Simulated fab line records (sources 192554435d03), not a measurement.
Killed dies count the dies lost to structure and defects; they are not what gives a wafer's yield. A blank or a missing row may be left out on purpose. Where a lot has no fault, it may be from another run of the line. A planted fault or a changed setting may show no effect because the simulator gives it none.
fab line records	flow n5-finfet
record: lots: 7	wafers: 39
route steps=1938 shown ZERO_LAYER@11 SD_EPI_N@278 SD_EPI_P@321 MOL_CONTACT_COAG@537 BEOL_M7@1267
start-h: hours from the record's opening day to when the first of the lot's shown wafers began	wait-h: hours from the lot's prior step to this one	" repeats the value in the row above	L1.1+2: several wafers, shown together as one row	- either no value or no given start	* or withheld: withheld	< > ~ a bound
route shown NAME@n: NAME is a module with steps in the file, n the number in the route of the first one	usual: the fault-free wafers' mean and standard deviation	same: alike in all rows	chamber/n: place in a boat	sites: each site's reading	_std_site: their standard deviation	_edge_site: inner sites' mean taken away from outer sites' mean	radius-mm: for every site, how far away it sits from the centre of the wafer	mask NAME#n: copy n	behind: the last tool/chamber to shape the wafer	hold: why the lot was held/for how many hours/how that ended	device: whichever transistor did not switch (one of n, p or np)	end of line: tests run on the same wafers once the route is complete	for a step that has no rows: nothing shown but its recipe	killed: dies lost to structure and defects at the first sort, not the wafer's yield	map: the dies of a wafer, with x for killed, . for not killed, _ for no die there
set.NAME: the setting as run; set.NAME@STEP: as run at that earlier step	model.NAME: the simulator's own value behind a step, which no gauge read
lots run with intentionally changed settings; tables by step, rows by wafer
== steps ==
step: N5_ZERO_LAYER_DEVELOP_10
recipe: develop-time-s: 60	rinse-liquid: diw	dry: air-spin	dev-temp-c: 21
lot.wafer	tool	chamber	start-h	wait-h	set.develop-time-s
L077.1+4+6	litho-track-03	0	-	-	36.04
L077.2+3+5	"	0	"	"	60
L082.1+5+6	litho-track-05	0	-	-	60
L082.2+3+4	"	0	"	"	46.6
L086.1+2+3+4+5+6	litho-track-02	0	-	-	60
L089.1+2+3	litho-track-03	0	-	-	81.96
L089.4+5+6	"	0	"	"	60
L090.1+3+5	litho-track-05	0	-	-	60
L090.2+4+6	"	0	"	"	35.93
L094.1+3+6	litho-track-03	0	-	-	60
L095.1+3+6	litho-track-02	0	-	-	60
L095.2+4+5	"	0	"	"	94.75
step: N5_ZERO_LAYER_HARDBAKE_23
recipe: temp-c: 130	time-s: 120
step: N5_ZERO_LAYER_CD_MEAS_11
recipe: target-cd-nm: 2000	landing-energy-ev: 500	detector: se-inlens
usual: cd-nm: 1999.5/1.4
lot.wafer	tool	chamber	start-h	wait-h	set.develop-time-s@ZERO_LAYER_DEVELOP_10	cd-nm
L077.1	cd-sem-01	0	30.65	-	36.04	1991.1
L077.2	"	0	"	"	60	2000.9
L077.3	"	0	"	"	60	2003.4
L077.4	"	0	"	"	36.04	1990.0
L077.5	"	0	"	"	60	1999.6
L077.6	"	0	"	"	36.04	1990.0
L082.1	cd-sem-02	0	60.64	-	60	2001.0
L082.2	"	0	"	"	46.6	1994.4
L082.3	"	0	"	"	46.6	1994.3
L082.4	"	0	"	"	46.6	1993.6
L082.5	"	0	"	"	60	1999.4
L082.6	"	0	"	"	60	2001.1
L086.1	cd-sem-01	0	84.77	-	60	1999.2
L086.2	"	0	"	"	60	2001.0
L086.3	"	0	"	"	60	2000.2
L086.4	"	0	"	"	60	2000.1
L086.5	"	0	"	"	60	2001.8
L086.6	"	0	"	"	60	2000.9
L089.1	cd-sem-01	0	102.77	-	81.96	2007.1
L089.2	"	0	"	"	81.96	2002.3
L089.3	"	0	"	"	81.96	2005.4
L089.4	"	0	"	"	60	1998.8
L089.5	"	0	"	"	60	1999.8
L089.6	"	0	"	"	60	1998.1
L090.1	cd-sem-01	0	108.79	-	60	2002.1
L090.2	"	0	"	"	35.93	1989.6
L090.3	"	0	"	"	60	2000.4
L090.4	"	0	"	"	35.93	1990.2
L090.5	"	0	"	"	60	2001.0
L090.6	"	0	"	"	35.93	1991.1
L094.1	cd-sem-03	0	132.77	-	60	1999.2
L094.3	"	0	"	"	60	1998.0
L094.6	"	0	"	"	60	1997.6
L095.1	cd-sem-02	0	138.64	-	60	1998.9
L095.2	"	0	"	"	94.75	2008.3
L095.3	"	0	"	"	60	1999.7
L095.4	"	0	"	"	94.75	2006.7
L095.5	"	0	"	"	94.75	2007.2
L095.6	"	0	"	"	60	1997.3
step: N5_ZERO_LAYER_DESCUM_16
recipe: chemistry: O2	time-s: 7.9	source-power-w: 50	bias-power-w: 20	pressure-mtorr: 20	rf-frequency-hz: 2.712e+07	temp-c: 40	o2-flow-sccm: 225
lot.wafer	tool	chamber	start-h	wait-h	set.develop-time-s@ZERO_LAYER_DEVELOP_10	model.ZERO_LAYER.cd-nm
L077.1	rie-diel-02	2	30.69	0.0	36.04	1992
L077.2	"	0	"	"	60	2001
L077.3	"	3	"	"	60	-
L077.4+6	"	1	"	"	36.04	1990
L077.5	"	0	"	"	60	2000
L082.1	rie-diel-01	3	60.68	0.0	60	2002
L082.2+3	"	0,1	"	"	46.6	1995
L082.4	"	2	"	"	46.6	1993
L082.5	"	3	"	"	60	1999
L082.6	"	2	"	"	60	2001
L086.1	rie-diel-01	0	84.80	0.0	60	1999
L086.2+6	"	2	"	"	60	2001
L086.3+4	"	1,3	"	"	60	2000
L086.5	"	1	"	"	60	2002
L089.1	rie-diel-04	0	102.81	0.0	81.96	2007
L089.2	"	1	"	"	81.96	2002
L089.3	"	2	"	"	81.96	2005
L089.4	"	3	"	"	60	1999
L089.5	"	1	"	"	60	2000
L089.6	"	2	"	"	60	1998
L090.1	rie-diel-02	1	109.33	0.5	60	2002
L090.2	"	2	"	"	35.93	1990
L090.3	"	3	"	"	60	2000
L090.4+6	"	0,1	"	"	35.93	1991
L090.5	"	0	"	"	60	2001
L094.1	rie-diel-01	2	132.80	0.0	60	1999
L094.3+6	"	3,0	"	"	60	1998
L095.1	rie-diel-02	3	138.68	0.0	60	1999
L095.2	"	1	"	"	94.75	2008
L095.3	"	0	"	"	60	2000
L095.4	"	3	"	"	94.75	2006
L095.5	"	1	"	"	94.75	2007
L095.6	"	0	"	"	60	-
step: N5_SD_EPI_N_ETCH_45
recipe: chemistry: CH3F/O2	target: SiOCN	target-depth-a: 60	mask-material: SOC	ion-energy-ev: 60	bias-w: 29	pressure-mtorr: 15	source-w: 410	Ar_flow_sccm: 150	CH3F_flow_sccm: 30	O2_flow_sccm: 20
lot.wafer	tool	chamber	start-h	wait-h	set.target-depth-a	model.etch.depth-nm
L077.1	rie-diel-05	3	69.44	0.1	44.78	4.42
L077.2+5	"	2,0	"	"	60	5.844
L077.3	"	0	"	"	44.78	4.413
L077.4	"	1	"	"	60	5.776
L077.6	"	1	"	"	44.78	4.319
L082.1	rie-diel-06	1	99.24	0.1	60	6.108
L082.2	"	2	"	"	44.46	4.51
L082.3	"	0	"	"	44.46	4.436
L082.4	"	3	"	"	60	6.104
L082.5	"	0	"	"	44.46	4.458
L082.6	"	3	"	"	60	6.049
L086.1	rie-diel-03	2	123.15	0.1	60	6.01
L086.2	"	3	"	"	60	6.029
L086.3	"	1	"	"	60	6.031
L086.4	"	0	"	"	60	5.955
L086.5	"	3	"	"	60	6.075
L086.6	"	2	"	"	60	6.063
L089.1	rie-diel-03	2	141.33	0.1	60	5.989
L089.2	"	1	"	"	60	6.102
L089.3	"	0	"	"	60	5.969
L089.4	"	3	"	"	60	6.059
L089.5	"	0	"	"	60	5.964
L089.6	"	1	"	"	60	6.053
L090.1	rie-diel-06	0	149.78	0.1	60	5.95
L090.2	"	1	"	"	30.48	3.051
L090.3	"	2	"	"	30.48	3.066
L090.4	"	3	"	"	60	6.042
L090.5	"	3	"	"	30.48	3.05
L090.6	"	2	"	"	60	6.028
L094.1	rie-diel-06	0	171.06	0.1	60	6.009
L094.3	"	2	"	"	60	6.075
L094.6	"	0	"	"	60	5.999
L095.1	rie-diel-06	0	175.44	0.1	60	5.984
L095.2	"	1	"	"	60	6.066
L095.3	"	3	"	"	79.17	7.963
L095.4	"	2	"	"	79.17	7.935
L095.5	"	2	"	"	79.17	7.876
L095.6	"	1	"	"	60	6.014
step: N5_SD_EPI_P_EPI_21
recipe: material: SiGe:B	dopant: B	temp-c: 550	pressure-torr: 20	ambient: H2	time-s: 355
lot.wafer	tool	chamber	start-h	wait-h	set.time-s	model.SiGe-B_of_SD_EPI_P_EPI_21.thk-nm
L077.1+2+6	epi-rpcvd-03	0	74.87	0.1	205.1	38.2
L077.3+4	"	0	"	"	355	61.8
L077.5	"	0	"	"	355	60.6
L082.1	epi-rpcvd-03	0	104.50	0.1	355	61.4
L082.2	"	0	"	"	355	61.6
L082.3	"	0	"	"	445.1	71
L082.4	"	0	"	"	445.1	70.6
L082.5	"	0	"	"	445.1	70.8
L082.6	"	0	"	"	355	61
L086.1	epi-rpcvd-03	0	129.18	0.2	355	61.2
L086.2+3	"	0	"	"	355	61
L086.4+6	"	0	"	"	355	60.6
L086.5	"	0	"	"	355	60.8
L089.1+6	epi-rpcvd-03	0	146.61	0.1	355	61
L089.2	"	0	"	"	355	61.2
L089.3	"	0	"	"	419	67.6
L089.4	"	0	"	"	419	67.4
L089.5	"	0	"	"	419	68.6
L090.1+5	epi-rpcvd-02	0	155.20	0.1	355	61.4
L090.2+4	"	0	"	"	355	61.2
L090.3	"	0	"	"	355	60.8
L090.6	"	0	157.00	1.8	355	61.6
L094.1	epi-rpcvd-02	0	176.50	0.1	355	61.6
L094.3+6	"	0	"	"	355	61.4
L095.1	epi-rpcvd-02	0	181.59	0.1	355	60.4
L095.2	"	0	"	"	422.9	68.2
L095.3+5	"	0	"	"	355	60.2
L095.4	"	0	"	"	422.9	67.4
L095.6	"	0	"	"	422.9	67.6
step: N5_SD_EPI_P_EPI_MEAS_23
recipe: mode: xrd
usual: thk-nm: 60.9/1.3
lot.wafer	tool	chamber	start-h	wait-h	set.time-s@SD_EPI_P_EPI_21	thk-nm
L077.1	film-metro-02	-	77.07	1.9	205.1	38.2
L077.2	"	-	"	"	205.1	37.8
L077.3	"	-	"	"	355	63.6
L077.4	"	-	"	"	355	62.7
L077.5	"	-	"	"	355	61.4
L077.6	"	-	"	"	205.1	38.2
L082.1	film-metro-02	-	106.70	1.8	355	62.4
L082.2	"	-	"	"	355	60.8
L082.3	"	-	"	"	445.1	72.8
L082.4	"	-	"	"	445.1	71.2
L082.5	"	-	"	"	445.1	71.3
L082.6	"	-	"	"	355	61.2
L086.1	film-metro-01	-	132.10	2.4	355	60.4
L086.2	"	-	"	"	355	61.6
L086.3	"	-	"	"	355	60.6
L086.4	"	-	"	"	355	60.6
L086.5	"	-	"	"	355	59.8
L086.6	"	-	"	"	355	61.6
L089.1	film-metro-02	-	148.80	1.8	355	59.8
L089.2	"	-	"	"	355	61.9
L089.3	"	-	"	"	419	68.0
L089.4	"	-	"	"	419	66.9
L089.5	"	-	"	"	419	68.1
L089.6	"	-	"	"	355	60.7
L090.1	film-metro-01	-	157.40	1.8	355	62.5
L090.2	"	-	"	"	355	62.0
L090.3	"	-	"	"	355	62.5
L090.4	"	-	"	"	355	61.2
L090.5	"	-	"	"	355	61.7
L090.6	"	-	"	"	355	61.6
L094.1	film-metro-01	-	178.69	1.8	355	61.3
L094.3	"	-	"	"	355	60.9
L094.6	"	-	"	"	355	61.7
L095.1	film-metro-01	-	183.78	1.8	355	60.8
L095.2	"	-	"	"	422.9	68.6
L095.3	"	-	"	"	355	58.5
L095.4	"	-	"	"	422.9	68.9
L095.5	"	-	"	"	355	61.3
L095.6	"	-	"	"	422.9	68.9
step: N5_SD_EPI_P_HM_STRIP_48
recipe: chemistry: H3PO4	temp-c: 160	material: SiNx	target: SiNx	target-depth-a: 30	overetch-fraction: 0.3
lot.wafer	tool	chamber	start-h	wait-h	set.time-s@SD_EPI_P_EPI_21	model.SiGe-B_of_SD_EPI_P_EPI_21.thk-nm
L077.1+2+6	wet-bench-02	5,4,3	77.11	0.0	205.1	38
L077.3+4	"	1,2	"	"	355	61.4
L077.5	"	0	"	"	355	60.4
L082.1	wet-bench-02	4	106.74	0.0	355	61
L082.2	"	2	"	"	355	61.2
L082.3	"	0	"	"	445.1	70.6
L082.4+5	"	5,3	"	"	445.1	70.4
L082.6	"	1	"	"	355	60.8
L086.1	wet-bench-04	1	132.14	0.0	355	61
L086.2+3	"	3,2	"	"	355	60.8
L086.4+5+6	"	0,4,7	"	"	355	60.4
L089.1+2+6	wet-bench-04	7,0,5	148.84	0.0	355	60.8
L089.3+4	"	4,3	"	"	419	67.2
L089.5	"	6	"	"	419	68.2
L090.1	wet-bench-03	7	157.43	0.0	355	61
L090.2+4	"	2,3	"	"	355	60.8
L090.3	"	6	"	"	355	60.6
L090.5+6	"	0,1	"	"	355	61.2
L094.1+6	wet-bench-04	7,1	178.73	0.0	355	61.2
L094.3	"	0	"	"	355	61
L095.1+3+5	wet-bench-04	0,3,5	183.82	0.0	355	60
L095.2	"	1	"	"	422.9	68
L095.4	"	4	"	"	422.9	67
L095.6	"	2	"	"	422.9	67.2
step: N5_MOL_CONTACT_COAG_ETCH_15
recipe: chemistry: CH3F/O2	target: SiNx	target-depth-a: 70	mask-material: SOC	stop-on: Si:P	over-etch-frac: 0.75	ion-energy-ev: 120	pressure-mtorr: 30	source-w: 395	bias-w: 73	Ar_flow_sccm: 150	CH3F_flow_sccm: 30	O2_flow_sccm: 20
lot.wafer	tool	chamber	start-h	wait-h	set.target-depth-a	model.SOC_of_MOL_CONTACT_COAG_COAT_103.thk-nm
L077.1+3+4	rie-diel-03	0,2,3	106.49	0.0	70	75.6
L077.2+5	"	1,3	"	"	45.2	76.6
L077.6	"	0	"	"	45.2	76.8
L082.1+2+5	rie-diel-06	2,1,1	136.74	0.0	70	75.2
L082.3	"	0	"	"	110.7	73.2
L082.4	"	3	"	"	110.7	73
L082.6	"	2	"	"	110.7	73.4
L086.1	rie-diel-05	0	162.12	0.0	70	75
L086.2	"	1	"	"	105.1	73.8
L086.3	"	2	"	"	70	75.4
L086.4	"	3	"	"	105.1	73.6
L086.5	"	3	"	"	105.1	73.4
L086.6	"	2	"	"	70	75.6
L089.1	rie-diel-03	3	178.67	0.0	89.77	74.2
L089.2+3	"	0,2	"	"	70	75.4
L089.4+5	"	1,0	"	"	89.77	74.6
L089.6	"	1	"	"	70	75.2
L090.1+6	rie-diel-06	3,2	189.35	0.0	70	75.6
L090.2+4+5	"	0,1,1	"	"	70	75.4
L090.3	"	2	"	"	70	75.2
L094.1	rie-diel-05	1	212.94	0.0	70	75.2
L094.3	"	3	"	"	70	75.4
L094.6	"	3	"	"	70	75.6
L095.1+6	rie-diel-06	3,2	217.22	0.0	83.9	74.8
L095.2	"	2	"	"	70	75.4
L095.3	"	1	"	"	70	75.6
L095.4	"	0	"	"	70	75.8
L095.5	"	1	"	"	83.9	74.6
step: N5_BEOL_M7_HM_DEP_02
recipe: material: TiN	target-thk-a: 200	temp-c: 25	chamber-pressure-pa: 0.49996
lot.wafer	tool	chamber	start-h	wait-h	set.target-thk-a	model.TiN_of_BEOL_M7_HM_DEP_02.thk-nm
L077.1+2+3+4+5	pvd-sputter-03	-	240.84	1.8	200	19.8
L077.6	"	-	"	"	200	20
L082.1+3	pvd-sputter-01	-	247.55	1.2	200	19.6
L082.2+4+6	"	-	"	"	243.7	24
L082.5	"	-	"	"	200	19.8
L086.1+2	pvd-sputter-01	-	311.86	0.7	200	19.8
L086.3	"	-	"	"	122.5	12
L086.4+5	"	-	"	"	122.5	12.2
L086.6	"	-	"	"	200	19.6
L089.1	pvd-sputter-01	-	340.23	1.4	200	20.2
L089.2+4	"	-	"	"	200	20.4
L089.3	"	-	"	"	292.3	29.4
L089.5+6	"	-	"	"	292.3	29.6
L090.1+2	pvd-sputter-03	-	353.10	0.6	200	19.8
L090.3+5+6	"	-	"	"	304.4	30.4
L090.4	"	-	"	"	200	20
L094.1+3	pvd-sputter-03	-	358.39	0.3	200	20
L094.6	"	-	"	"	200	19.8
L095.1	pvd-sputter-02	-	376.00	1.0	200	20
L095.2	"	-	"	"	200	19.6
L095.3	"	-	"	"	168.5	16.8
L095.4	"	-	"	"	168.5	17
L095.5	"	-	"	"	168.5	16.4
L095.6	"	-	"	"	200	19.8
step: N5_BEOL_M7_COAT_59
recipe: resist: SOC	temp-c: 250	time-s: 60	spin-rpm: 1500	resist-thk-nm: 100
step: N5_BEOL_M7_COAT_60
recipe: resist: SiARC	temp-c: 220	time-s: 60	spin-rpm: 1500	resist-thk-nm: 35
step: N5_BEOL_M7_STRIP_68
recipe: chemistry: N2/H2	temp-c: 40	n2-flow-sccm: 200	h2-flow-sccm: 200	rf-frequency-hz: 6e+07
step: N5_BEOL_M7_STRIP_67
recipe: chemistry: CF4	resist: SiARC	power-w: 300	bias-power-w: 75	pressure-mtorr: 50	cf4-flow-sccm: 150	rf-frequency-hz: 6e+07
step: N5_BEOL_M7_HM_OPEN_17
recipe: chemistry: Cl2/BCl3	target-depth-a: 200	overetch-a: 60	target: TiN	mask-material: SOC	ion-energy-ev: 150	pressure-mtorr: 10	icp-w: 1000	bias-w: 126	Cl2_flow_sccm: 53.25	bcl3-flow-sccm: 21.75	Ar_flow_sccm: 25
lot.wafer	tool	chamber	start-h	wait-h	set.target-thk-a@BEOL_M7_HM_DEP_02	model.etch.depth-nm
L077.1	rie-metal-01	1	241.70	0.0	200	19.87
L077.2	"	0	"	"	200	19.86
L077.3	"	1	"	"	200	19.84
L077.4	"	0	"	"	200	19.88
L077.5	"	0	"	"	200	19.83
L077.6	"	1	"	"	200	19.93
L082.1	rie-metal-03	0	248.41	0.0	200	19.58
L082.2	"	1	"	"	243.7	24.07
L082.3	"	1	"	"	200	19.55
L082.4	"	0	"	"	243.7	24.08
L082.5	"	0	"	"	200	19.75
L082.6	"	1	"	"	243.7	23.98
L086.1	rie-metal-01	0	312.72	0.0	200	19.77
L086.2	"	1	"	"	200	19.87
L086.3	"	1	"	"	122.5	11.98
L086.4	"	0	"	"	122.5	12.1
L086.5	"	0	"	"	122.5	12.13
L086.6	"	1	"	"	200	19.64
L089.1	rie-metal-03	1	341.09	0.0	200	20.27
L089.2	"	0	"	"	200	20.32
L089.3	"	1	"	"	292.3	26.7
L089.4	"	0	"	"	200	20.33
L089.5	"	0	"	"	292.3	26.86
L089.6	"	1	"	"	292.3	26.77
L090.1	rie-metal-03	1	353.98	0.0	200	19.72
L090.2	"	0	"	"	200	19.88
L090.3	"	1	"	"	304.4	26.74
L090.4	"	0	"	"	200	20.07
L090.5	"	0	"	"	304.4	26.62
L090.6	"	1	"	"	304.4	26.51
L094.1	rie-metal-01	0	359.27	0.0	200	20.02
L094.3	"	0	"	"	200	19.92
L094.6	"	0	"	"	200	19.84
L095.1	rie-metal-01	0	376.75	0.0	200	19.92
L095.2	"	1	"	"	200	19.63
L095.3	"	1	"	"	168.5	16.71
L095.4	"	0	"	"	168.5	16.92
L095.5	"	0	"	"	168.5	16.47
L095.6	"	1	"	"	200	19.85
step: N5_BEOL_M7_STRIP_19
recipe: chemistry: O2	power-w: 400	temp-c: 40	pressure-mtorr: 30	rf-frequency-hz: 6e+07	bias-power-w: 0	overash-fraction: 0.2	o2-flow-sccm: 225
step: N5_BEOL_M7_ETCH_41
recipe: chemistry: CH3F/O2	target: SiCN	target-depth-a: 319	taper-deg: 2	time-s: 57.8	ion-energy-ev: 120	mask-material: TiN	pressure-mtorr: 30	source-w: 395	bias-w: 75	Ar_flow_sccm: 150	CH3F_flow_sccm: 30	O2_flow_sccm: 20
step: N5_BEOL_M7_STRIP_80
recipe: chemistry: N2/H2	time-s: 10	power-w: 450	temp-c: 40	pressure-mtorr: 20	rf-frequency-hz: 6e+07	bias-power-w: 7	n2-flow-sccm: 200	h2-flow-sccm: 200
step: N5_BEOL_M7_OCD_MEAS_38
usual: trench-depth-nm: 92.8/1
lot.wafer	tool	chamber	start-h	wait-h	set.target-thk-a@BEOL_M7_HM_DEP_02	trench-depth-nm
L077.1	ocd-02	-	242.74	-	200	91.9
L077.2	"	-	"	"	200	90.2
L077.3	"	-	"	"	200	93.7
L077.4	"	-	"	"	200	91.4
L077.5	"	-	"	"	200	92.7
L077.6	"	-	"	"	200	90.9
L082.1	ocd-02	-	261.01	-	200	94.4
L082.2	"	-	"	"	243.7	95.0
L082.3	"	-	"	"	200	91.0
L082.4	"	-	"	"	243.7	92.0
L082.5	"	-	"	"	200	93.6
L082.6	"	-	"	"	243.7	93.3
L086.1	ocd-02	-	314.89	-	200	93.0
L086.2	"	-	"	"	200	92.3
L086.3	"	-	"	"	122.5	91.6
L086.4	"	-	"	"	122.5	92.3
L086.5	"	-	"	"	122.5	93.0
L086.6	"	-	"	"	200	91.3
L089.1	ocd-01	-	342.46	-	200	94.6
L089.2	"	-	"	"	200	93.2
L089.3	"	-	"	"	292.3	39.6
L089.4	"	-	"	"	200	94.1
L089.5	"	-	"	"	292.3	38.0
L089.6	"	-	"	"	292.3	38.1
L090.1	ocd-01	-	356.83	-	200	91.1
L090.2	"	-	"	"	200	94.2
L090.3	"	-	"	"	304.4	12.9
L090.4	"	-	"	"	200	94.0
L090.5	"	-	"	"	304.4	10.3
L090.6	"	-	"	"	304.4	9.4
L094.1	ocd-01	-	362.68	-	200	90.8
L094.3	"	-	"	"	200	93.0
L094.6	"	-	"	"	200	93.4
L095.1	ocd-01	-	379.71	-	200	92.0
L095.2	"	-	"	"	200	92.0
L095.3	"	-	"	"	168.5	91.9
L095.4	"	-	"	"	168.5	92.3
L095.5	"	-	"	"	168.5	92.0
L095.6	"	-	"	"	200	92.2
== key ==
split: step: N5_ZERO_LAYER_DEVELOP_10	setting: develop-time-s	stated: 60	by: wafer
response: step: N5_ZERO_LAYER_CD_MEAS_11	reading: cd-nm	change: +0.207	per: 1%	r: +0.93
response: step: N5_ZERO_LAYER_DESCUM_16	reading: model.ZERO_LAYER.cd-nm	change: +0.197	per: 1%	r: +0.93
split: step: N5_SD_EPI_N_ETCH_45	setting: target-depth-a	stated: 60	by: wafer
response: step: N5_SD_EPI_N_ETCH_45	reading: model.etch.depth-nm	change: +0.0598	per: 1%	r: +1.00
split: step: N5_SD_EPI_P_EPI_21	setting: time-s	stated: 355	by: wafer
response: step: N5_SD_EPI_P_EPI_21	reading: model.SiGe-B_of_SD_EPI_P_EPI_21.thk-nm	change: +0.476	per: 1%	r: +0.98
response: step: N5_SD_EPI_P_EPI_MEAS_23	reading: thk-nm	change: *	per: 1%	r: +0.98
response: step: N5_SD_EPI_P_HM_STRIP_48	reading: model.SiGe-B_of_SD_EPI_P_EPI_21.thk-nm	change: +0.474	per: 1%	r: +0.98
split: step: N5_MOL_CONTACT_COAG_ETCH_15	setting: target-depth-a	stated: 70	by: wafer
response: step: N5_MOL_CONTACT_COAG_ETCH_15	reading: model.SOC_of_MOL_CONTACT_COAG_COAT_103.thk-nm	change: -0.0339	per: 1%	r: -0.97
split: step: N5_BEOL_M7_HM_DEP_02	setting: target-thk-a	stated: 200	by: wafer
response: step: N5_BEOL_M7_HM_DEP_02	reading: model.TiN_of_BEOL_M7_HM_DEP_02.thk-nm	change: +0.199	per: 1%	r: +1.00
response: step: N5_BEOL_M7_HM_OPEN_17	reading: model.etch.depth-nm	change: +0.154	per: 1%	r: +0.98
response: step: N5_BEOL_M7_OCD_MEAS_38	reading: trench-depth-nm	shape: bent	at-lowest: 92.3	at-stated: 92.5	at-highest: 10.8
